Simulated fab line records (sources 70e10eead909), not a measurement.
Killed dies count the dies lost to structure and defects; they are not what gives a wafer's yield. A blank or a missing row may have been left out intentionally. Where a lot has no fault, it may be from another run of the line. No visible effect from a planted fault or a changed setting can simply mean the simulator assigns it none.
A lot that was struck, set against a sound lot | flow nand_harc | 38 steps out of a route of 1159
Sound: these wafers, L848.1, L848.2, L848.5. Wafers L864.2, L864.3, L864.4 were the ones struck. The cause is given at the end.
Each step with rows lists, per side, the tool, then ch with its chambers, then its first start. Under that, the readings that differ: sound wafers | struck wafers | difference of the means | sigmas: that difference in standard deviations of wafers without a fault.
alike: a reading whose means differ by less than 2 such deviations, as well as words and numbers matching on both sides. not compared: withheld readings; readings where some wafer has no value; bounds like >300 that might hide an equal value; numbers whose values overlap and for which the record gives no deviation.
A row with sigmas, a row that says differs or no value, or rows on one side alone: a step with any of these is where the two part. Numbers that have no deviation but don't overlap get no sigmas and don't part them. A reading missing from all wafers of one side parts the sides only when that side holds two or more wafers.

NHARC_A_CHANNEL_HOLE_D1_CD_MEAS_30:
  sound on cd_sem-03, day 9 01:16; struck on cd_sem-02, day 13 14:02
  alike: cd_nm
next, for these wafers, 1 step has no rows: NHARC_A_CHANNEL_HOLE_D1_XSEM_31.
NHARC_A_CHANNEL_HOLE_D1_INSPECT_40:
  sound on defect_inspect-01, day 9 01:26; struck on defect_inspect-01, day 13 14:13
  reading          | sound    | struck   | difference | sigmas
  raw_defect_count | 34 46 44 | 88 84 65 | +38        | +2
then, 3 steps without rows for these wafers: NHARC_A_CHANNEL_FILL_D1_PRECLEAN_00 (cleans in SC1); NHARC_A_CHANNEL_FILL_D1_SRD_01; NHARC_A_CHANNEL_FILL_D1_ALD_02 (deposits SiO2, target thk 6 nm, pulse time 10 s, ald cycles 60).
NHARC_A_CHANNEL_FILL_D1_ALD_03: deposits SiNx, target thk 6 nm, pulse time 60 s, ald cycles 58.
  sound: ald_sin_batch-01 ch 0; struck: ald_sin_batch-02 ch 0
  alike: precursor_pulse_height_rel
then, 1 step without rows for these wafers: NHARC_A_CHANNEL_FILL_D1_ALD_14 (deposits SiO2, target thk 2.5 nm, pulse time 10 s, ald cycles 25).
NHARC_A_CHANNEL_FILL_D1_ALD_15: deposits SiNx, target thk 2 nm, pulse time 60 s, ald cycles 19.
  sound: ald_sin_batch-01 ch 0; struck: ald_sin_batch-02 ch 0
  alike: precursor_pulse_height_rel
then, 3 steps without rows for these wafers: NHARC_A_CHANNEL_FILL_D1_ALD_16 (deposits SiO2, target thk 1.5 nm, pulse time 10 s, ald cycles 15); NHARC_A_CHANNEL_FILL_D1_ANNEAL_17 (time 1800 s); NHARC_A_CHANNEL_FILL_D1_CVD_18 (deposits poly-Si, target thk 3 nm).
NHARC_A_CHANNEL_FILL_D1_ETCHBACK_19: etches the open film in HBr/Cl2, target depth 5 nm, time 1.7 s.
  sound on rie_si-04 ch 0,3, day 10 03:05; struck on rie_si-06 ch 0,1,2, day 14 15:36
  alike: drypump_motor_current_A, oes_product_au, rf_fwd_power_W, throttle_valve_pct
  not compared: rf_hours_counter_h
NHARC_A_CHANNEL_FILL_D1_ETCHBACK_20: etches the open film in C4F8/O2/Ar, target depth 27 nm, time 13.5 s.
  sound on rie_diel-06 ch 0,2, day 10 03:13; struck on rie_diel-06 ch 0,1,2, day 14 15:44
  alike: oes_product_au, rf_fwd_power_W, rf_vpp_V
  not compared: rf_hours_counter_h
NHARC_A_CHANNEL_FILL_D1_STRIP_28: strips in O2, time 20 s.
  sound on rie_diel-06 ch 0,1,3, day 10 03:20; struck on rie_diel-06 ch 0,1,2, day 14 15:49
  alike: drypump_motor_current_A, oes_product_au, rf_vpp_V, showerhead_plenum_p_Torr, throttle_valve_pct
  not compared: rf_hours_counter_h
then, 5 steps without rows for these wafers: NHARC_A_CHANNEL_FILL_D1_PRECLEAN_21 (cleans in dHF, time 30 s); NHARC_A_CHANNEL_FILL_D1_SRD_23; NHARC_A_CHANNEL_FILL_D1_CVD_05 (deposits poly-Si, target thk 5 nm); NHARC_A_CHANNEL_FILL_D1_ANNEAL_22 (time 7200 s); NHARC_A_CHANNEL_FILL_D1_ALD_25 (deposits SiOx, target thk 60 nm, pulse time 10 s, ald cycles 600).
NHARC_A_CHANNEL_FILL_D1_ETCHBACK_08: etches the open film in C4F8, target depth 220 nm, time 110 s.
  sound: rie_diel-12 ch 0,2,3; struck: rie_diel-12 ch 0,1,3
  reading               | sound          | struck         | difference | sigmas
  oes_product_au (a.u.) | 0.92 0.91 0.94 | 1.04 1.01 1.04 | +0.11      | +3
  alike: rf_fwd_power_W, rf_vpp_V
  not compared: rf_hours_counter_h
then, 16 steps without rows for these wafers: NHARC_A_CHANNEL_FILL_D1_STRIP_29 (strips in O2, time 20 s); NHARC_A_CHANNEL_FILL_D1_PRECLEAN_30 (cleans in dHF, time 30 s); NHARC_A_CHANNEL_FILL_D1_SRD_31; NHARC_A_CHANNEL_FILL_D1_CVD_09 (deposits poly-Si, target thk 150 nm, time 3000 s); NHARC_A_CHANNEL_FILL_D1_CMP_10 (polishes, target thk 150 nm); NHARC_A_CHANNEL_FILL_D1_SRD_12; NHARC_A_CHANNEL_FILL_D1_RTA_24 (time 5 s); NHARC_A_STAIRCASE_DEP_156 (deposits SiNx, target thk 50 nm); NHARC_A_STAIRCASE_DEHYDRATE_158 (time 120 s); NHARC_A_STAIRCASE_HMDS_159 (time 30 s); NHARC_A_STAIRCASE_COAT_160; NHARC_A_STAIRCASE_SOFTBAKE_161 (time 170 s); NHARC_A_STAIRCASE_EBR_162; NHARC_A_STAIRCASE_EXPOSE_163 (exposes mask STAIR OPEN); NHARC_A_STAIRCASE_PEB_164 (peb time 130 s); NHARC_A_STAIRCASE_DEVELOP_165 (time 140 s).
-- jump in the record: it breaks off in module A_STAIRCASE and resumes in module END (first step shown: number 1159 of the route), and 10 days separate the struck wafers' starts before and after --
NHARC_END_SORT_01:
  here the record holds rows for the struck wafers (prober-01 ch 0, day 24 15:10) but none for the sound ones

## WHERE THEY PART
At NHARC_A_CHANNEL_HOLE_D1_INSPECT_40 first; at NHARC_END_SORT_01 last (within this record only).

WHY: the cause the simulator had injected
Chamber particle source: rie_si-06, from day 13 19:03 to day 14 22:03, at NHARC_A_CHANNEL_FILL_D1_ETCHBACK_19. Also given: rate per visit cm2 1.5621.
